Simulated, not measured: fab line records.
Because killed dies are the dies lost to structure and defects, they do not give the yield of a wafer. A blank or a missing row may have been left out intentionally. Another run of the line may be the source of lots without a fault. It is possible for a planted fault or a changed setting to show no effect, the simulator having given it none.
A lot that was struck, set against a sound lot :: flow n5 finfet :: 38 steps out of a route of 1938
Sound: these wafers, L908.2, L908.4, L908.5. Wafers struck: L917.4, L917.5, L917.6. The cause is given at the end.
Each step with rows lists, per side, the tool, then ch with its chambers, then its first start. Under that, the readings that differ: sound wafers :: struck wafers :: difference of the means :: sigmas: that difference in standard deviations of wafers without a fault.
alike: readings whose means differ by less than 2 such deviations, and words and numbers that are the same on both sides. not compared: withheld readings, readings that some wafer has no value for, bounds like >300 that may hide the same value, and numbers for which the record gives no deviation and whose values overlap.
The two part at a step that has a row with sigmas, a row that says differs or no value, or rows on one side only. When numbers do not overlap yet have no deviation, they are printed without sigmas and do not part them. Lack of a reading on every wafer of one side parts them only where that side has two or more wafers.

first, 9 steps without rows for these wafers: N5_BEOL_M4_ANNEAL_95 (time 240 s); N5_BEOL_M4_SPUTTER_96 (material Cu, target thk 4.5 nm, time 8.29 s); N5_BEOL_M4_ECD_50 (material Cu, target thk 300 nm); N5_BEOL_M4_ANNEAL_51 (time 90 s); N5_BEOL_M4_CMP_52 (polishes, stops on SiOC, t overpolish 6.8 s, target thk 40 nm); N5_BEOL_M4_PRE_CLEAN_60 (time 15 s); N5_BEOL_M4_CO_CAP_55 (material Co, precursor CCTBA/H2, target thk 2 nm, time 102.1 s); N5_BEOL_M4_PRE_CLEAN_56 (time 15 s); N5_BEOL_M4_DEP_57 (deposits SiCN from 3MS/NH3, target thk 8 nm, time 14 s).
N5_BEOL_M4_RC_MEAS_101:
  sound on prober-02 ch 0, day 17 15:47; struck on prober-01 ch 0, day 16 16:45
reading: ION_N (uA/um)
sound: 675 658 652
struck: 681 685 684
difference: +22
sigmas: +3
  alike: DIBL_N, DIBL_P, IOFF_N, IOFF_P, ION_P, SS_N, SS_P, VT_N, VT_P
then, 24 steps without rows for these wafers: N5_BEOL_M5_ILD_DEP_00 (deposits SiCOH lowk from DEMS/porogen, target thk 140.64 nm, time 25.9 s); N5_BEOL_M5_CURE_79 (cures SiCOH lowk, time 240 s); N5_BEOL_M5_PECVD_70 (deposits SiO2 from TEOS/O2, target thk 16 nm, time 18 s); N5_BEOL_M5_HM_DEP_02 (deposits TiN, target thk 20 nm); N5_BEOL_M5_COAT_59 (time 60 s, resist thk 60 nm); N5_BEOL_M5_COAT_60 (time 60 s, resist thk 12 nm); N5_BEOL_M5_COAT_71 (time 60 s, resist thk 5 nm); N5_BEOL_M5_COAT_05 (resist thk 30 nm); N5_BEOL_M5_EBR_07; N5_BEOL_M5_SOFTBAKE_06 (time 60 s); N5_BEOL_M5_EXPOSE_08 (exposes mask M5, target cd 28 nm); N5_BEOL_M5_PEB_09 (peb time 60 s); N5_BEOL_M5_DEVELOP_10 (develop time 30 s); N5_BEOL_M5_DESCUM_16 (chemistry O2, time 7 s); N5_BEOL_M5_ETCH_72 (etches underlayer in N2/H2, target depth 6.5 nm, time 5.2 s); N5_BEOL_M5_ETCH_61 (etches SiARC in CF4, target depth 15.6 nm, time 26 s); N5_BEOL_M5_ETCH_62 (etches SOC in N2/H2, target depth 75 nm, overetch 15 nm, time 112.5 s); N5_BEOL_M5_STRIP_63 (strips in N2/H2); N5_BEOL_M5_STRIP_73 (strips in N2/H2); N5_BEOL_M5_STRIP_64 (strips in CF4); N5_BEOL_M5_HM_OPEN_17 (chemistry Cl2/BCl3, target TiN, target depth 20 nm, overetch 6 nm); N5_BEOL_M5_STRIP_19 (strips in O2); N5_BEOL_M5_COAT_65 (time 60 s, resist thk 60 nm); N5_BEOL_M5_COAT_66 (time 60 s, resist thk 12 nm).
-- a jump in the record: the struck wafers' starts before and after are 3 days apart (it breaks off in module BEOL_M5 and resumes in module BEOL_M13, where the first step shown is number 1696 of the route) --
N5_BEOL_M13_TRENCH_ETCH_34: etches SiOC in C4F8/O2/Ar, target depth 413.47 nm, time 162.6 s.
  sound on rie diel-03 ch 0,2,3, day 21 04:11; struck on rie diel-01 ch 1,2, day 19 16:52
  no value came back on the struck wafers for any of 7 readings (C4F8_flow_sccm (sccm), O2_flow_sccm (sccm) and others); on the sound wafers C4F8_flow_sccm (sccm) reads 14.97 15.03 15.07
reading: model.SiARC_of_BEOL_M13_COAT_66.thk nm (nm)
sound: 0 0 0
struck: 76.8 76.8 76.8
difference: +76.8
sigmas: 
  not compared: rf hours counter h
N5_BEOL_M13_OCD_MEAS_35:
  sound: ocd-02 at day 21 04:22; struck: ocd-01 at day 19 17:02
reading: trench depth nm (nm)
sound: 410 411 408
struck: 0 0 0
difference: -410
sigmas: -72
N5_BEOL_M13_CMP_49: polishes, stops on SiOC, t overpolish 17.1 s, target thk 420 nm.
  sound on cmp-04 ch 1,3, day 21 08:08; struck on cmp-02 ch 0,3, day 19 22:40
reading: motor current A (A)
sound: 7.4 6.9 7.1
struck: 5.0 5.9 4.8
difference: -1.9
sigmas: -3

reading: overpolish run s (s)
sound: 17.116 17.119 17.115
struck: 17.095 17.093 17.088
difference: -0.025
sigmas: -3

reading: model.Cu_of_BEOL_M13_ECD_47.thk nm (nm)
sound: 415.4 415 415.4
struck: 0 0 0
difference: -415
sigmas: 
  alike: barrier field endpoint s, retaining ring pressure frac
N5_PASSIVATION_PROBE_49:
  only the struck wafers here have rows in the record (prober-01, day 21 05:41); the sound ones have none

## WHERE THEY PART
Last at N5_PASSIVATION_PROBE_49 as far as this record goes, first at N5_BEOL_M4_RC_MEAS_101.

WHY: what had been put in by the simulator
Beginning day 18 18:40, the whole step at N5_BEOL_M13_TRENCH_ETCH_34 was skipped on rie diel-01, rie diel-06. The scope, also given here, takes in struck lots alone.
